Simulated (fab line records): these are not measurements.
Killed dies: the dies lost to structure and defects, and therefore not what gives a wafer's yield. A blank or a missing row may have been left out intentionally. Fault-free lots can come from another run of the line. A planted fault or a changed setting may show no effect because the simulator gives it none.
Split-lot study | flow n5-finfet | on a route of 1938 steps: 7 lots, 39 wafers read

THE SPLIT
At N5_PMOS_HMC_CHANNEL_EPI_HM_DEP_34 (deposits SiO2 from TEOS/O2, target thk 36 nm, time 6.9 s), the setting target-thk-a was moved away from the recipe's 360 angstrom on 18 of the 39 wafers read, by -16.3% to +44.4%. All remaining wafers had this setting at the recipe value.

Reading taken at the split's own step.

THE READING
SiO2_of_PMOS_HMC_CHANNEL_EPI_HM_DEP_34.thk-nm (the simulator's own value, which no gauge read), in nm, at N5_PMOS_HMC_CHANNEL_EPI_HM_DEP_34 (deposits SiO2 from TEOS/O2, target thk 36 nm, time 6.9 s). There is no usual value for it anywhere in the file. Across the 21 wafers here that went through the recipe, the average is 35.69 nm and the standard deviation 0.51 nm.

wafer  | tool, chamber at the split | target-thk-a as run, angstrom | against the recipe | SiO2_of_PMOS_HMC_CHANNEL_EPI_HM_DEP_34.thk-nm, nm | against lot-mates on the recipe
L076.1 | pecvd-04, 1                | 360                           | recipe             | 34.96                                             | -
L076.2 | pecvd-04, 2                | 519.7                         | +44.4%             | 52.07                                             | +16.20
L076.3 | pecvd-04, 0                | 519.7                         | +44.4%             | 51.27                                             | +15.40
L076.4 | pecvd-04, 2                | 360                           | recipe             | 36.79                                             | -
L076.5 | pecvd-04, 0                | 519.7                         | +44.4%             | 51.92                                             | +16.05
L076.6 | pecvd-04, 1                | 360                           | recipe             | 35.85                                             | -
L083.1 | pecvd-02, 0                | 360                           | recipe             | 35.38                                             | -
L083.2 | pecvd-02, 1                | 360                           | recipe             | 35.81                                             | -
L083.6 | pecvd-02, 1                | 360                           | recipe             | 36.45                                             | -
L086.1 | pecvd-03, 0                | 441.4                         | +22.6%             | 43.48                                             | +8.13
L086.2 | pecvd-03, 1                | 360                           | recipe             | 34.86                                             | -
L086.3 | pecvd-03, 2                | 441.4                         | +22.6%             | 43.26                                             | +7.91
L086.4 | pecvd-03, 2                | 441.4                         | +22.6%             | 43.89                                             | +8.54
L086.5 | pecvd-03, 0                | 360                           | recipe             | 35.4                                              | -
L086.6 | pecvd-03, 1                | 360                           | recipe             | 35.8                                              | -
L087.1 | pecvd-02, 2                | 492.7                         | +36.9%             | 48.04                                             | +12.23
L087.2 | pecvd-02, 1                | 492.7                         | +36.9%             | 49.17                                             | +13.36
L087.3 | pecvd-02, 1                | 492.7                         | +36.9%             | 49.3                                              | +13.49
L087.4 | pecvd-02, 2                | 360                           | recipe             | 35.52                                             | -
L087.5 | pecvd-02, 2                | 360                           | recipe             | 35.9                                              | -
L087.6 | pecvd-02, 1                | 360                           | recipe             | 36.02                                             | -
L089.1 | pecvd-03, 1                | 360                           | recipe             | 34.99                                             | -
L089.2 | pecvd-03, 2                | 360                           | recipe             | 35.79                                             | -
L089.3 | pecvd-03, 1                | 504.6                         | +40.2%             | 50.37                                             | +14.67
L089.4 | pecvd-03, 2                | 504.6                         | +40.2%             | 50.55                                             | +14.85
L089.5 | pecvd-03, 2                | 360                           | recipe             | 36.31                                             | -
L089.6 | pecvd-03, 1                | 504.6                         | +40.2%             | 50.12                                             | +14.42
L090.1 | pecvd-02, 2                | 360                           | recipe             | 35.22                                             | -
L090.2 | pecvd-02, 0                | 360                           | recipe             | 35.26                                             | -
L090.3 | pecvd-02, 1                | 301.2                         | -16.3%             | 30.19                                             | -5.30
L090.4 | pecvd-02, 0                | 301.2                         | -16.3%             | 29.96                                             | -5.53
L090.5 | pecvd-02, 2                | 360                           | recipe             | 35.99                                             | -
L090.6 | pecvd-02, 1                | 301.2                         | -16.3%             | 30.31                                             | -5.18
L096.1 | pecvd-02, 1                | 511.3                         | +42.0%             | 51.06                                             | +15.34
L096.2 | pecvd-02, 2                | 360                           | recipe             | 35.86                                             | -
L096.3 | pecvd-02, 0                | 360                           | recipe             | 35.06                                             | -
L096.4 | pecvd-02, 2                | 360                           | recipe             | 36.24                                             | -
L096.5 | pecvd-02, 1                | 511.3                         | +42.0%             | 51.41                                             | +15.69
L096.6 | pecvd-02, 0                | 511.3                         | +42.0%             | 51.09                                             | +15.37

THE FIT
A straight line over all 39 wafers: SiO2_of_PMOS_HMC_CHANNEL_EPI_HM_DEP_34.thk-nm changes by +0.361 nm for each +1% of target-thk-a; r = +1.00; the points scatter about the line by 0.48 nm.
The same after taking each lot's own level away (the mean of its wafers on the recipe; 39 wafers): +0.358 nm for each +1%; r = +1.00; scatter 0.46 nm.
According to that fit, moving target-thk-a by its largest amount changes the reading by 16 nm.
From 35.353 to 35.880 nm: that is the span of the lots' own levels, equal to 1.0 times the standard deviation above.
Hence the lot-to-lot level has little effect on the slope; both slopes agree.
Check: for one of the wafers moved furthest among these (+44.4%), held out of the fit, the line's prediction against its lot-mates is +16 nm. It came out at +16.2 nm against them.

FILE'S OWN FIT
SiO2_of_PMOS_HMC_CHANNEL_EPI_HM_DEP_34.thk-nm changes by +0.36 nm for each +1% of target-thk-a, r = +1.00.
